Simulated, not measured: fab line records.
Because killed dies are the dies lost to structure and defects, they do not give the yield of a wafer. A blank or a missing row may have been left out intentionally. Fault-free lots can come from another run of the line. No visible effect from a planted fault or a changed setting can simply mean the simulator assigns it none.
Chamber matching	flow n5-finfet	N5_BEOL_M0_SAQP_ETCH_88 on rie-diel-03 has 4 sister chambers
The step etches underlayer in N2/H2, target depth 6.5 nm, time 5.2 s. 8 wafers are shown with their chamber, then 8 later ones without.

WAFERS PAIRED WITH THEIR CHAMBERS
wafer	chamber	drypump-motor-current-A (A)	showerhead-plenum-p-Torr (Torr)
L082.5	3	5.2	2.59
L085.3	0	5.1	2.62
L085.4	0	5.1	2.61
L085.6	2	5.6	2.61
L088.1	3	5.2	2.58
L088.3	2	5.7	2.61
L088.6	1	6.4	2.49
L092.3	1	6.3	2.48

WAFERS WITHOUT THEIR CHAMBER
wafer	drypump-motor-current-A (A)	showerhead-plenum-p-Torr (Torr)
L092.4	5.1	2.61
L092.5	5.2	2.58
L095.2	5.1	2.61
L095.3	6.4	2.48
L095.6	6.4	2.48
L097.1	5.7	2.61
L097.2	6.3	2.48
L097.4	5.2	2.58

WHICH CHAMBER EACH WENT THROUGH
wafer	from the rows above	in truth
L092.4	0	0
L092.5	3	3
L095.2	0	0
L095.3	1	1
L095.6	1	1
L097.1	2	2
L097.2	1	1
L097.4	3	3
Correct placement for 8 of the 8. Left unplaced by these rows: 0. Placed wrongly: 0.
How it was worked out, from the rows above alone: a wafer's distance from a chamber is the root of the sum, over the readings, of the square of ((its reading less the chamber's mean) divided by the reading's scatter). The wafer belongs to the nearest chamber; if the next one is less than 2 further off, it can't be placed. A chamber's mean is the mean of its shown wafers. The scatter: the root of (the sum of the squares of (reading less its chamber's mean) over the shown wafers, divided by (wafers less chambers)).
